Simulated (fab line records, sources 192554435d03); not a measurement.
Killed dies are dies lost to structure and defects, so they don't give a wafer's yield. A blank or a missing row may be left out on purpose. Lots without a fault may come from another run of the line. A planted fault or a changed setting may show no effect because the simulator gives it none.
Which tool did it? | flow n5_finfet | 12 lots, 36 wafers sampled, at 5 steps of a route of 1938

WHAT THE GAUGES READ, wafer by wafer
N5_BEOL_M7_CD_MEAS_18: pitch 80 nm, target cd 40 nm.
lot  | measured     | on        | cd_nm (nm)
L075 | day 10 09:17 | cd_sem-02 | 41.1 40.5 40.6
L077 | day 10 15:58 | cd_sem-01 | 40.1 38.6 40.0
L078 | day 10 19:51 | cd_sem-01 | 39.3 40.2 39.7
L081 | day 11 00:27 | cd_sem-02 | 40.8 38.9 39.4
L082 | day 12 04:23 | cd_sem-02 | 39.7 40.5 40.0
L086 | day 12 15:50 | cd_sem-02 | 40.8 39.6 40.8
L085 | day 13 00:40 | cd_sem-02 | 40.3 41.3 41.0
L090 | day 13 23:43 | cd_sem-01 | 40.0 41.1 40.4
L089 | day 14 03:24 | cd_sem-02 | 40.0 39.3 39.6
L092 | day 14 11:43 | cd_sem-01 | 39.7 40.0 40.1
L094 | day 15 04:46 | cd_sem-02 | 40.4 39.3 39.9
L097 | day 16 07:49 | cd_sem-03 | 39.5 39.6 40.8

WHICH TOOL RAN EACH LOT (tool, then ch and the chambers of the sampled wafers, then the start)
lot  | N5_BEOL_M6_CURE_75            | N5_BEOL_M6_CMP_52             | N5_BEOL_M6_DEP_56               | N5_BEOL_M7_DESCUM_16
L075 | uv_cure-02 ch 1, day 10 02:52 | cmp-03 ch 1,2,3, day 10 07:00 | pecvd-01 ch 0,1,2, day 10 07:17 | rie_diel-04 ch 0,1,2, day 10 08:44
L077 | uv_cure-01 ch 0, day 10 11:38 | cmp-03 ch 0,2,3, day 10 13:32 | pecvd-04 ch 0, day 10 13:52     | rie_diel-04 ch 1,2, day 10 15:29
L078 | uv_cure-01 ch 1, day 10 14:20 | cmp-02 ch 0,2,3, day 10 16:35 | pecvd-03 ch 0,1,2, day 10 16:50 | rie_diel-04 ch 0,1,3, day 10 19:05
L081 | uv_cure-03 ch 1, day 10 19:59 | cmp-01 ch 0,3, day 10 21:58   | pecvd-04 ch 0,1,2, day 10 22:17 | rie_diel-04 ch 2,3, day 10 23:54
L082 | uv_cure-03 ch 1, day 11 21:24 | cmp-03 ch 0,1,2, day 12 01:05 | pecvd-03 ch 0,1, day 12 01:24   | rie_diel-04 ch 0,2, day 12 03:41
L086 | uv_cure-01 ch 0, day 12 11:28 | cmp-01 ch 1,2,3, day 12 13:24 | pecvd-04 ch 0,1,2, day 12 13:46 | rie_diel-04 ch 0,1,3, day 12 15:15
L085 | uv_cure-02 ch 0, day 12 18:28 | cmp-01 ch 1,2,3, day 12 21:38 | pecvd-01 ch 0,1,2, day 12 21:59 | rie_diel-04 ch 0,3, day 13 00:10
L090 | uv_cure-03 ch 1, day 13 17:48 | cmp-02 ch 0,2, day 13 19:44   | pecvd-04 ch 1,2, day 13 20:06   | rie_diel-01 ch 1,2,3, day 13 23:14
L089 | uv_cure-01 ch 1, day 13 22:24 | cmp-02 ch 1,2, day 14 00:28   | pecvd-03 ch 0,1,2, day 14 00:50 | rie_diel-04 ch 1,3, day 14 02:56
L092 | uv_cure-02 ch 0, day 14 06:29 | cmp-01 ch 1,2, day 14 09:03   | pecvd-03 ch 1,2, day 14 09:24   | rie_diel-03 ch 1,2,3, day 14 11:10
L094 | uv_cure-01 ch 1, day 14 23:50 | cmp-02 ch 0,1, day 15 01:22   | pecvd-03 ch 1, day 15 01:42     | rie_diel-04 ch 0,2, day 15 04:19
L097 | uv_cure-02 ch 0, day 16 01:38 | cmp-03 ch 0,1, day 16 04:38   | pecvd-01 ch 0,1,2, day 16 05:00 | rie_diel-04 ch 0,1,2, day 16 07:22
- N5_BEOL_M6_CURE_75: cures SiCOH lowk, time 120 s.
- N5_BEOL_M6_CMP_52: polishes, stops on SiCOH lowk, t overpolish 6.9 s, target thk 80 nm.
- N5_BEOL_M6_DEP_56: deposits SiCN from 3MS/NH3, target thk 10 nm, time 17.5 s.
- N5_BEOL_M7_DESCUM_16: chemistry O2, time 7.9 s.

THE ANSWER, worked out from the rows above alone
Rule: what is usual is taken from the lots themselves. Put in order of their means at a reading, lots are off if they are a third of the lots or fewer, leave a main group of 4 or more, and stand apart from it by a gap of 3 or more times the standard deviation of the main group's means; of several such gaps the widest counts. A main group whose means are all the same, to the digits that the tables above print for the reading, isn't used. A lot without any number at a reading at which 4 lots or more have one is off too. The other lots that the step has rows for count as sound.
No lot is off at any reading shown: from this, nothing can be told.

WHAT THE SIMULATOR HAD PUT IN
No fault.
